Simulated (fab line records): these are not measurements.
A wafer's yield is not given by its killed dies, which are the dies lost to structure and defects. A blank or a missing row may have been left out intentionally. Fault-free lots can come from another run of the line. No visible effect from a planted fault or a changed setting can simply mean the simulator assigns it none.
Which tool did it?	flow n5Finfet	27 wafers from 9 lots sampled at 5 of the route's 1938 steps

== WHAT THE GAUGES READ, wafer by wafer ==
N5_BEOL_M4_RC_MEAS_101. Usual: DIBL_N 36.8 mV/V, standard deviation 1.5; DIBL_P 37.1 mV/V, standard deviation 2.1; IOFF_N 0.168 nA/um, standard deviation 0.03; IOFF_P 0.22 nA/um, standard deviation 0.034; ION_N 679 uA/um, standard deviation 12; ION_P 466 uA/um, standard deviation 8; SS_N 71.7 mV/dec, standard deviation 0.58; SS_P 73.5 mV/dec, standard deviation 0.67; VT_N 248.8 mV, standard deviation 2.7; VT_P -250 mV, standard deviation 3.3.
lot	measured	on	DIBL_N (mV/V)	DIBL_P (mV/V)	IOFF_N (nA/um)	IOFF_P (nA/um)	ION_N (uA/um)	ION_P (uA/um)	SS_N (mV/dec)	SS_P (mV/dec)	VT_N (mV)	VT_P (mV)	flag
L683	day 7 12:11	prober-02	38.6 34.9 38.5	39.9 35.0 39.9	0.204 0.135 0.213	0.24 0.17 0.25	683 662 679	463 455 466	73.2 71.3 71.6	74.1 73.5 74.3	247.3 250.8 244.0	-249 -256 -247	
L684	day 8 02:38	prober-01	37.6 37.3 38.0	39.4 37.8 39.2	0.203 0.181 0.197	0.29 0.25 0.28	694 679 679	475 466 470	71.2 71.3 71.7	74.3 73.5 74.9	245.8 249.1 247.4	-247 -248 -246	
L687	day 8 11:34	prober-02	36.4 38.7 36.0	37.5 40.5 37.8	0.165 0.200 0.152	0.22 0.27 0.23	677 687 679	468 468 468	71.8 72.6 71.0	72.7 74.0 72.7	247.4 246.2 251.6	-253 -247 -246	
L693	day 10 00:07	prober-02	40.3 36.5 38.9	41.8 36.5 41.4	0.223 0.127 0.183	0.29 0.19 0.28	687 649 667	470 453 469	72.5 70.7 72.4	74.9 74.0 74.1	248.6 255.8 249.5	-248 -252 -248	
L694	day 10 21:23	prober-01	35.2 34.9 33.5	34.7 33.7 31.6	0.149 0.131 0.115	0.19 0.18 0.15	680 663 658	466 459 449	71.2 71.7 71.1	73.7 73.0 72.5	248.8 252.6 254.1	-253 -254 -255	
L695	day 11 00:38	prober-02	37.1 36.8 37.4	39.3 40.2 40.5	0.148 0.148 0.153	0.25 0.28 0.28	666 660 664	465 465 468	72.4 72.5 72.5	73.6 74.6 74.3	255.4 254.4 252.6	-245 -244 -245	
L696	day 11 02:07	prober-02	34.3 36.4 35.6	32.5 34.9 34.2	0.112 0.140 0.128	0.19 0.23 0.22	652 665 659	467 472 463	70.9 71.2 71.0	73.3 73.4 74.0	254.9 252.4 254.1	-250 -249 -249	
L704	day 13 00:08	prober-02	39.5 36.3 37.7	39.8 36.0 37.7	0.233 0.149 0.182	0.28 0.21 0.23	712 687 695	478 472 476	71.8 71.4 72.2	74.5 73.2 73.2	244.4 250.9 248.9	-247 -249 -250	
L706	day 14 02:40	prober-01	37.7 38.0 35.4	38.6 37.2 34.7	0.167 0.171 0.135	0.25 0.22 0.18	676 680 667	467 469 455	71.3 71.0 71.3	73.1 72.6 72.9	249.5 249.2 252.4	-246 -248 -251	

== EACH LOT AND THE TOOL THAT RAN IT (in order: tool; ch and the chambers of the sampled wafers; start) ==
lot	N5_HKMG_FIN_ALD_79	N5_HKMG_FIN_ETCH_31	N5_HKMG_FIN_ETCH_35	N5_HKMG_FIN_NWFM_ALD_20
L683	aldMetal-01 ch 0,1, day 4 01:15	rieDiel-01 ch 0,1,2, day 4 03:26	rieDiel-01 ch 0,1,2, day 4 03:42	aldMetal-03 ch 0,1,3, day 4 05:25
L684	aldMetal-02 ch 0,1,3, day 4 12:57	rieDiel-06 ch 0,2,3, day 4 14:55	rieDiel-06 ch 0,2,3, day 4 15:11	aldMetal-03 ch 1,2,3, day 4 17:22
L687	aldMetal-03 ch 0,3, day 5 02:02	rieDiel-02 ch 0,1,2, day 5 04:20	rieDiel-02 ch 0,1,2, day 5 04:36	aldMetal-01 ch 0,1, day 5 06:16
L693	aldMetal-01 ch 0,1,3, day 6 19:46	rieDiel-01 ch 0,2,3, day 6 21:47	rieDiel-01 ch 0,2,3, day 6 22:04	aldMetal-03 ch 1,2,3, day 6 23:43
L694	aldMetal-02 ch 0,2,3, day 6 20:19	rieDiel-01 ch 0,2,3, day 6 22:22	rieDiel-01 ch 0,2,3, day 6 22:38	aldMetal-01 ch 0,3, day 7 00:18
L695	aldMetal-03 ch 0,1,2, day 7 00:36	rieDiel-01 ch 0,2,3, day 7 02:43	rieDiel-01 ch 0,2,3, day 7 02:59	aldMetal-03 ch 1,2, day 7 04:38
L696	aldMetal-03 ch 0,1, day 7 08:23	rieDiel-01 ch 1,3, day 7 10:26	rieDiel-01 ch 1,3, day 7 10:42	aldMetal-03 ch 2,3, day 7 12:21
L704	aldMetal-03 ch 0,2,3, day 9 06:10	rieDiel-02 ch 0,1,3, day 9 08:55	rieDiel-02 ch 0,1,3, day 9 09:10	aldMetal-02 ch 0,1,2, day 9 10:52
L706	aldMetal-02 ch 0,2,3, day 9 18:03	rieDiel-02 ch 0,3, day 9 20:19	rieDiel-02 ch 0,3, day 9 20:35	aldMetal-02 ch 1,2,3, day 9 22:14
- N5_HKMG_FIN_ALD_79: deposits TiN, target thk 1.5 nm, pulse time 1 s, purge time 3 s.
- N5_HKMG_FIN_ETCH_31: etches SiARC in CF4, target depth 45.5 nm, time 75.8 s.
- N5_HKMG_FIN_ETCH_35: etches SOC in N2/H2, target depth 215.8 nm, time 243.4 s.
- N5_HKMG_FIN_NWFM_ALD_20: deposits TiAlC, target thk 2 nm, pulse time 3 s, purge time 2 s.

== AS READ BY THE TOOLS THEMSELVES (means over the sampled wafers that have a number; for cases with no such wafer, the mark the record gives instead) ==
N5_HKMG_FIN_ALD_79. Usual: heaterPowerW 851 W, standard deviation 70; precursorPulseHeightRel 1.000, standard deviation 0.018.
lot	tool	heaterPowerW (W)	precursorPulseHeightRel	flag
L683	aldMetal-01	764	1.005	
L684	aldMetal-02	832	0.988	
L687	aldMetal-03	925	1.008	
L693	aldMetal-01	786	0.994	
L694	aldMetal-02	826	0.999	
L695	aldMetal-03	893	0.971	
L696	aldMetal-03	914	0.997	
L704	aldMetal-03	911	0.992	
L706	aldMetal-02	814	1.001	

N5_HKMG_FIN_ETCH_31. Usual: drypumpMotorCurrentA 5.7 A, standard deviation 0.45; etchRfOnTimeS 74.5 s, standard deviation 1.8; oesProductAu 0.70 a.u., standard deviation 0.083; rfVppV 184.2 V, standard deviation 1.3; showerheadPlenumPTorr 2.16 Torr, standard deviation 0.078; throttleValvePct 15.61 %, standard deviation 0.23.
lot	tool	drypumpMotorCurrentA (A)	etchRfOnTimeS (s)	oesProductAu (a.u.)	rfVppV (V)	showerheadPlenumPTorr (Torr)	throttleValvePct (%)	flag
L683	rieDiel-01	5.3	75.4	0.63	183.8	2.13	15.74	
L684	rieDiel-06	5.6	72.7	0.72	185.4	2.19	15.61	
L687	rieDiel-02	5.9	75.2	0.70	185.2	2.19	15.58	
L693	rieDiel-01	5.4	76.5	0.66	184.7	2.14	15.59	
L694	rieDiel-01	5.4	76.1	0.66	184.3	2.14	15.60	
L695	rieDiel-01	5.4	76.4	0.66	184.0	2.14	15.60	
L696	rieDiel-01	5.1	75.9	0.67	184.0	2.07	15.76	
L704	rieDiel-02	6.0	75.1	0.74	184.4	2.15	15.51	
L706	rieDiel-02	5.7	73.5	0.77	186.0	2.21	15.51	

N5_HKMG_FIN_ETCH_35. Usual: drypumpMotorCurrentA 5.7 A, standard deviation 0.45; oesProductAu 0.82 a.u., standard deviation 0.099; rfVppV 141.6 V, standard deviation 1; showerheadPlenumPTorr 2.56 Torr, standard deviation 0.098; throttleValvePct 17.86 %, standard deviation 0.27.
lot	tool	drypumpMotorCurrentA (A)	oesProductAu (a.u.)	rfVppV (V)	showerheadPlenumPTorr (Torr)	throttleValvePct (%)	flag
L683	rieDiel-01	5.3	0.74	142.2	2.54	18.03	
L684	rieDiel-06	5.6	0.85	142.5	2.61	17.92	
L687	rieDiel-02	5.9	0.82	141.6	2.60	17.82	
L693	rieDiel-01	5.4	0.78	141.5	2.54	17.81	
L694	rieDiel-01	5.4	0.78	141.5	2.54	17.82	
L695	rieDiel-01	5.4	0.77	141.0	2.53	17.83	
L696	rieDiel-01	5.1	0.78	140.9	2.45	18.14	
L704	rieDiel-02	6.0	0.88	141.4	2.54	17.72	
L706	rieDiel-02	5.7	0.90	141.9	2.62	17.78	

N5_HKMG_FIN_NWFM_ALD_20. Usual: heaterPowerW 481 W, standard deviation 36; precursorPulseHeightRel 1.002, standard deviation 0.019.
lot	tool	heaterPowerW (W)	precursorPulseHeightRel	flag
L683	aldMetal-03	523	0.986	
L684	aldMetal-03	502	1.012	
L687	aldMetal-01	440	1.004	
L693	aldMetal-03	509	1.010	
L694	aldMetal-01	474	1.024	
L695	aldMetal-03	499	0.998	
L696	aldMetal-03	492	0.975	
L704	aldMetal-02	467	0.999	
L706	aldMetal-02	458	0.985	

== THE ANSWER, worked out from the rows above alone ==
Rule: a lot counts as off when the mean over its wafers that have a number is more than 3 standard deviations away from the usual mean. Also off: a lot with no number at a reading for which 4 or more lots have one. Any other lot the step has rows for is counted as sound. First the gauges in route order, then the tools' own readings, where a lot's mean is used as printed above. At the first step where some lot is off, the reading lying furthest off is the one used; lots without a number count as furthest.
No lot is off at any reading shown: from this, nothing can be told.

== WHAT HAD BEEN PUT IN BY THE SIMULATOR ==
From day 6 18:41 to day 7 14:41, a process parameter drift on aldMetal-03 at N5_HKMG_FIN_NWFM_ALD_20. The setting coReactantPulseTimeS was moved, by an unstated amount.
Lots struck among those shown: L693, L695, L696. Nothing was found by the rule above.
